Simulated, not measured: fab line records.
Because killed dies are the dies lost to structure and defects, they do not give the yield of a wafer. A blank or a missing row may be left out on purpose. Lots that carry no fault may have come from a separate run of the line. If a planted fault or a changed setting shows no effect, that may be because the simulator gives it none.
The tool behind it: which one? | flow n5-finfet | 11 lots with 33 wafers sampled at 4 steps, on a route of 1938 steps

WHAT THE GAUGES SHOWED, per wafer
N5_BEOL_M5_CD_MEAS_18: pitch 56 nm, target cd 28 nm.
lot  | measured     | on        | cd-nm (nm)
L975 | day 8 08:47  | cd-sem-01 | 27.6 28.2 27.6
L977 | day 9 09:07  | cd-sem-03 | 28.1 27.8 28.1
L979 | day 9 17:32  | cd-sem-03 | 28.5 28.1 27.9
L983 | day 10 09:24 | cd-sem-02 | 27.7 27.7 28.4
L982 | day 10 10:07 | cd-sem-03 | 27.6 27.4 27.6
L988 | day 11 17:34 | cd-sem-01 | 27.5 28.5 28.3
L993 | day 13 04:17 | cd-sem-03 | 27.2 28.0 28.1
L995 | day 13 07:25 | cd-sem-03 | 27.9 27.6 27.5
L994 | day 14 00:09 | cd-sem-03 | 27.5 28.3 27.7
L996 | day 14 03:10 | cd-sem-03 | 27.5 28.2 27.6
L997 | day 14 08:35 | cd-sem-01 | 28.2 28.5 28.5

N5_BEOL_M5_CD_MEAS_28: target cd 30.6 nm, target cd y 20 nm.
lot  | measured     | on        | cd-nm (nm)
L975 | day 8 10:14  | cd-sem-03 | 30.97 31.19 31.17
L977 | day 9 09:34  | cd-sem-03 | 30.41 30.72 31.25
L979 | day 9 18:44  | cd-sem-03 | 30.66 30.86 30.80
L983 | day 10 09:50 | cd-sem-03 | 30.30 31.02 30.45
L982 | day 10 11:15 | cd-sem-02 | 30.23 30.50 30.35
L988 | day 11 21:11 | cd-sem-01 | 30.46 30.60 30.30
L993 | day 13 05:33 | cd-sem-01 | 30.97 30.86 30.47
L995 | day 13 08:38 | cd-sem-03 | 30.94 30.30 30.53
L994 | day 14 01:39 | cd-sem-03 | 30.85 30.56 30.77
L996 | day 14 03:38 | cd-sem-03 | 30.72 30.66 31.07
L997 | day 14 08:55 | cd-sem-03 | 30.73 30.52 30.45

N5_BEOL_M5_OCD_MEAS_38.
lot  | measured     | on     | trench-depth-nm (nm)
L975 | day 8 11:04  | ocd-01 | 70.6 70.5 69.8
L977 | day 9 10:07  | ocd-01 | 71.4 71.0 72.3
L979 | day 9 19:17  | ocd-02 | 70.0 70.0 69.4
L983 | day 10 10:23 | ocd-01 | 72.3 70.7 72.1
L982 | day 10 11:47 | ocd-02 | 72.1 69.9 70.9
L988 | day 11 22:04 | ocd-01 | 73.1 72.9 73.0
L993 | day 13 06:23 | ocd-01 | 73.3 69.0 70.3
L995 | day 13 09:32 | ocd-01 | 71.3 71.0 70.6
L994 | day 14 02:46 | ocd-02 | 70.2 69.6 68.8
L996 | day 14 04:39 | ocd-02 | 71.2 72.6 71.1
L997 | day 14 09:32 | ocd-02 | 72.2 71.7 71.3

WHICH TOOL RAN EACH LOT (tool, then ch and the chambers of the sampled wafers, then the start)
lot  | N5_BEOL_M5_ETCH_68
L975 | rie-diel-03 ch 1,3, day 8 10:43
L977 | rie-diel-02 ch 1,2,3, day 9 09:47
L979 | rie-diel-03 ch 0,1,3, day 9 18:56
L983 | rie-diel-02 ch 0,3, day 10 10:02
L982 | rie-diel-02 ch 0,2, day 10 11:27
L988 | rie-diel-02 ch 1,2,3, day 11 21:43
L993 | rie-diel-04 ch 0,1,3, day 13 06:02
L995 | rie-diel-04 ch 1,2, day 13 09:12
L994 | rie-diel-03 ch 0,1,2, day 14 02:26
L996 | rie-diel-02 ch 0,1, day 14 04:19
L997 | rie-diel-02 ch 0,1,2, day 14 09:12
- N5_BEOL_M5_ETCH_68: etches SOC in N2/H2, target depth 80 nm, overetch 16 nm, time 120 s.

AS READ BY THE TOOLS THEMSELVES (means over the sampled wafers that have a number; for cases with no such wafer, the mark the record gives instead)
N5_BEOL_M5_ETCH_68.
lot  | tool        | bias-w (W) | drypump-motor-current-A (A) | oes-product-au (a.u.) | rf-vpp-V (V) | showerhead-plenum-p-Torr (Torr) | throttle-valve-pct (%)
L975 | rie-diel-03 | 149.9      | 5.8                         | 0.65                  | 525.9        | 2.61                            | 17.65
L977 | rie-diel-02 | 149.6      | 6.2                         | 0.66                  | 525.7        | 2.63                            | 17.54
L979 | rie-diel-03 | 149.7      | 5.8                         | 0.60                  | 523.9        | 2.55                            | 17.79
L983 | rie-diel-02 | 150.1      | 6.1                         | 0.63                  | 526.9        | 2.64                            | 17.87
L982 | rie-diel-02 | 161.9      | 5.6                         | 0.58                  | 549.0        | 2.54                            | 17.96
L988 | rie-diel-02 | 162.1      | 6.2                         | 0.64                  | 550.5        | 2.62                            | 17.59
L993 | rie-diel-04 | 149.5      | 5.9                         | 0.59                  | 524.6        | 2.57                            | 17.67
L995 | rie-diel-04 | 149.9      | 5.9                         | 0.54                  | 526.4        | 2.62                            | 17.92
L994 | rie-diel-03 | 150.2      | 5.7                         | 0.57                  | 522.6        | 2.49                            | 17.93
L996 | rie-diel-02 | 149.7      | 5.2                         | 0.55                  | 523.4        | 2.52                            | 18.00
L997 | rie-diel-02 | 150.2      | 5.7                         | 0.58                  | 523.8        | 2.55                            | 17.78

THE ANSWER, worked out from the rows above alone
Rule: the usual values come from the lots themselves. The widest of any qualifying gaps counts: lots, ordered by their means at a reading, are off when they make up no more than a third of the lots, leave a main group of 4 or more, and stand apart from it by 3 or more times the standard deviation of that group's means. The tables above print the reading to a certain number of digits; a main group whose means all agree to those digits is not used. A lot without any number at a reading at which 4 lots or more have one is off too. Any other lot the step has rows for is counted as sound. After the gauges, taken in route order, come the tools' own readings; for these a lot's mean is taken, as printed above. The first step at which some lot is off is used, and at that step the reading that is off furthest; a lot without a number counts as furthest.
Off: L982, L988 (N5_BEOL_M5_ETCH_68, bias-w). Mean 149.9 W and standard deviation 0.24 in the main group.
If a tool, at that step or one of the process steps before it, ran each lot that is off and ran no sound lot following the first of them, it fits. Of those tried, none fits.

WHAT THE SIMULATOR PUT IN
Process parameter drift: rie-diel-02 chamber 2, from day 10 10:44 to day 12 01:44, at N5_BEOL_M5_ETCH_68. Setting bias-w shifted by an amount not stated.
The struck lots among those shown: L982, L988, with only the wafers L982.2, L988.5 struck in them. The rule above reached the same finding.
